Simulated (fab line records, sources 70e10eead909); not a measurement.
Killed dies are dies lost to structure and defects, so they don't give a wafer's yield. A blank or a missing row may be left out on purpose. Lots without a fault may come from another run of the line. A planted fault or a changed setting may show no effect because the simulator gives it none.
Which tool did it? | flow nand_harc | 6 lots, 18 wafers sampled, at 5 steps of a route of 1302

WHAT THE GAUGES READ, wafer by wafer
NHARC_END_SORT_01.
lot  | measured     | on        | killed_at_array
L133 | day 32 21:18 | prober-01 | 676 53 674

WHICH TOOL RAN EACH LOT (tool, then ch and the chambers of the sampled wafers, then the start)
lot  | NHARC_A_CHANNEL_HOLE_D2_ETCH_26  | NHARC_A_CHANNEL_FILL_D2_ETCHBACK_20 | NHARC_A_CHANNEL_FILL_D2_STRIP_28   | NHARC_A_CHANNEL_FILL_D2_RTA_24
L115 | har_etch-02 ch 0,1, day 13 15:03 | rie_diel-05 ch 0,1, day 14 16:27    | rie_diel-05 ch 0,1,3, day 14 16:32 | rtp_anneal-01 ch 0, day 15 15:33
L119 | har_etch-02 ch 0, day 15 16:14   | rie_diel-09 ch 0,1,3, day 16 16:01  | rie_diel-09 ch 1,2,3, day 16 16:07 | rtp_anneal-02 ch 0, day 17 16:14
L121 | har_etch-02 ch 0,1, day 16 05:08 | rie_diel-11 ch 0,1,3, day 17 04:26  | rie_diel-11 ch 1,3, day 17 04:31   | rtp_anneal-02 ch 0, day 18 05:50
L124 | har_etch-01 ch 0,1, day 17 17:42 | rie_diel-11 ch 1,2,3, day 18 20:15  | rie_diel-11 ch 0,1, day 18 20:19   | rtp_anneal-02 ch 0, day 19 20:00
L133 | har_etch-01 ch 0,1, day 21 09:19 | rie_diel-11 ch 0,2, day 22 11:38    | rie_diel-11 ch 1,2,3, day 22 11:43 | rtp_anneal-01 ch 0, day 23 11:14
L136 | har_etch-01 ch 1, day 22 08:12   | rie_diel-05 ch 0,2,3, day 23 07:28  | rie_diel-05 ch 0,2, day 23 07:32   | rtp_anneal-02 ch 0, day 24 07:04
- NHARC_A_CHANNEL_HOLE_D2_ETCH_26: etches the open film in C4F8/O2/Ar, time 224.1 s, target depth 300 nm.
- NHARC_A_CHANNEL_FILL_D2_ETCHBACK_20: etches the open film in C4F8/O2/Ar, target depth 27 nm, time 13.5 s.
- NHARC_A_CHANNEL_FILL_D2_STRIP_28: strips in O2, time 20 s.
- NHARC_A_CHANNEL_FILL_D2_RTA_24: time 5 s.

THE ANSWER, worked out from the rows above alone
Rule: what is usual is taken from the lots themselves. Put in order of their means at a reading, lots are off if they are a third of the lots or fewer, leave a main group of 4 or more, and stand apart from it by a gap of 3 or more times the standard deviation of the main group's means; of several such gaps the widest counts. A main group whose means are all the same, to the digits that the tables above print for the reading, isn't used. A lot without any number at a reading at which 4 lots or more have one is off too. The other lots that the step has rows for count as sound.
No lot is off at any reading shown: from this, nothing can be told.

WHAT THE SIMULATOR HAD PUT IN
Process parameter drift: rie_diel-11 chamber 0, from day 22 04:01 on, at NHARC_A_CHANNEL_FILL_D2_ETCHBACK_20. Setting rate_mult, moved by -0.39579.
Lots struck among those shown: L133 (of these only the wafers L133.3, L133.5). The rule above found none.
